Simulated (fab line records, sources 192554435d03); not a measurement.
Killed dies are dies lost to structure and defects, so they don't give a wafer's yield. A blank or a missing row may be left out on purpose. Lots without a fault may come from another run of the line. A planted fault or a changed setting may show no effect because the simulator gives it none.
Chamber matching | flow n5_finfet | N5_HKMG_FIN_CMP_94 on cmp-03: 4 sister chambers
The step polishes, stops on SiNx, t overpolish 4.7 s, target thk 43.299 nm. 22 wafers are shown with their chamber, then 11 later ones without.

WAFERS WITH THEIR CHAMBER
wafer  | chamber | motor_current_A (A) | edge_zone_pressure_frac
L076.1 | 0       | 11.7                | 1.002
L076.4 | 3       | 11.0                | 0.996
L076.5 | 3       | 12.1                | 0.998
L078.1 | 3       | 11.2                | 0.996
L078.3 | 0       | 11.8                | 0.993
L078.4 | 2       | 10.6                | 1.006
L080.1 | 1       | 11.7                | 1.004
L080.4 | 2       | 11.1                | 1.002
L080.6 | 2       | 10.5                | 1.008
L081.1 | 3       | 10.9                | 1.005
L081.3 | 0       | 10.9                | 1.005
L081.4 | 1       | 11.5                | 1.000
L085.2 | 3       | 11.0                | 0.995
L085.3 | 1       | 11.7                | 0.999
L085.4 | 0       | 11.4                | 0.992
L087.1 | 2       | 11.2                | 1.009
L087.2 | 1       | 11.6                | 1.007
L087.5 | 3       | 11.2                | 1.001
L089.2 | 3       | 11.1                | 1.001
L089.3 | 2       | 10.9                | 1.002
L089.6 | 2       | 11.4                | 1.000
L090.3 | 2       | 11.5                | 1.017

SIGNATURES (means of the wafers above)
reading                 | chamber 0 | chamber 1 | chamber 2 | chamber 3 | scatter within a chamber
motor_current_A         | 11.450    | 11.625    | 11.029    | 11.214    | 0.364
edge_zone_pressure_frac | 0.99800   | 1.00250   | 1.00629   | 0.99886   | 0.00498
Rule: a wafer's distance from a chamber is the root of the sum, over the readings, of the square of ((its reading less the chamber's mean) divided by the reading's scatter). The wafer belongs to the nearest chamber; if the next one is less than 2 further off, it can't be placed. The scatter: the root of (the sum of the squares of (reading less its chamber's mean) over the shown wafers, divided by (wafers less chambers)).

WAFERS WITHOUT THEIR CHAMBER
wafer  | motor_current_A (A) | edge_zone_pressure_frac
L090.4 | 12.1                | 0.997
L090.5 | 12.5                | 1.005
L092.1 | 11.0                | 1.002
L092.2 | 11.6                | 1.004
L092.6 | 11.6                | 0.996
L095.2 | 10.9                | 1.002
L095.5 | 11.5                | 1.000
L095.6 | 11.5                | 0.997
L097.2 | 12.5                | 1.002
L097.3 | 11.4                | 1.003
L097.6 | 10.3                | 1.007

WHICH CHAMBER EACH WENT THROUGH
wafer  | from the rows above               | in truth
L090.4 | can't be placed: 1 or 0 or 3 or 2 | 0
L090.5 | can't be placed: 1 or 0 or 3 or 2 | 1
L092.1 | can't be placed: 3 or 2 or 0 or 1 | 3
L092.2 | can't be placed: 1 or 0 or 3 or 2 | 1
L092.6 | can't be placed: 0 or 3 or 1      | 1
L095.2 | can't be placed: 2 or 3 or 0 or 1 | 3
L095.5 | can't be placed: 0 or 1 or 3 or 2 | 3
L095.6 | can't be placed: 0 or 3 or 1      | 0
L097.2 | can't be placed: 1 or 0 or 3 or 2 | 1
L097.3 | can't be placed: 1 or 3 or 0 or 2 | 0
L097.6 | can't be placed: 2 or 3 or 0 or 1 | 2
Placed correctly: 0 of 11. Can't be placed from these rows: 11 (the true chamber is among the candidates in 11). Placed wrongly: 0.
